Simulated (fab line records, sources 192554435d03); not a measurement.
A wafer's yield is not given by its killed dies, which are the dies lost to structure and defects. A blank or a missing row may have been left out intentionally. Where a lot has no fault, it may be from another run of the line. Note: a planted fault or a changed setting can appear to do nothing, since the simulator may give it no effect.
2 desks looking at one fault || flow n5-finfet || every desk sees just its own numbers, and what lay behind them comes last

== AT THE METROLOGY DESK ==
Means of the sampled wafers that have a number, per lot and without regard to the tool the lot ran on: this is what the gauges read. If a lot's mean is further than 4 standard deviations from the usual mean, the lot is out of limits and carries the mark OUT (the distance appears in the brackets).
Columns: A = trench-depth-nm at N5_BEOL_M12_OCD_MEAS_35, usual 318 nm
{"lot": "L809", "first seen here": "day 12 11:05", "A": 318}
{"lot": "L814", "first seen here": "day 13 10:45", "A": 317}
{"lot": "L817", "first seen here": "day 14 01:10", "A": 322}
{"lot": "L819", "first seen here": "day 14 22:13", "A": 323}
{"lot": "L826", "first seen here": "day 16 03:50", "A": 320}
{"lot": "L827", "first seen here": "day 16 08:22", "A": 317}
Result from this desk: across the 6 lots, nothing is out of limits.

== FOR THE TOOL OWNER'S DESK: pvd-sputter-02 ==
The tool's own readings at N5_BEOL_M12_SPUTTER_43 (material TaN, target thk 15 nm, time 24.19 s): means of the sampled wafers that have a number, for each lot that ran on this tool. If a lot's mean is further than 4 standard deviations from the usual mean, the lot is out of limits and carries the mark OUT (the distance appears in the brackets).
Columns: A = cathode-dc-power-W at N5_BEOL_M12_SPUTTER_43, usual 15000 W; B = throttle-valve-pct at N5_BEOL_M12_SPUTTER_43, usual 29.9 %
{"lot": "L814", "first seen here": "day 13 11:17", "A": 15001, "B": 29.8}
{"lot": "L817", "first seen here": "day 14 01:50", "A": "13990 (-99 or more) OUT", "B": 30.2}
{"lot": "L819", "first seen here": "day 14 22:52", "A": "13989 (-99 or more) OUT", "B": 29.9}
Finding of this desk: L817, L819 out of limits; the first was L817 at day 14 01:50, on cathode-dc-power-W at N5_BEOL_M12_SPUTTER_43. L814 stayed within limits.

== ALL TOGETHER ==
An alarm could have come from the tool owner's desk at day 14 01:50, on L817, L819.
The metrology desk saw nothing out of limits.
The metrology desk has L817, L819 on record, within its limits.
On pvd-sputter-02, each named lot ran N5_BEOL_M12_SPUTTER_43.

== WHAT THE SIMULATOR HAD INSERTED ==
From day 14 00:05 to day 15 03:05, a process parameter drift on pvd-sputter-02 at N5_BEOL_M12_SPUTTER_43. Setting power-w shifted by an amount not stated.
Struck lots among those shown: L817, L819.
Time in hours from fault onset to the first out-of-limits reading at each desk: the tool owner's desk, 2.
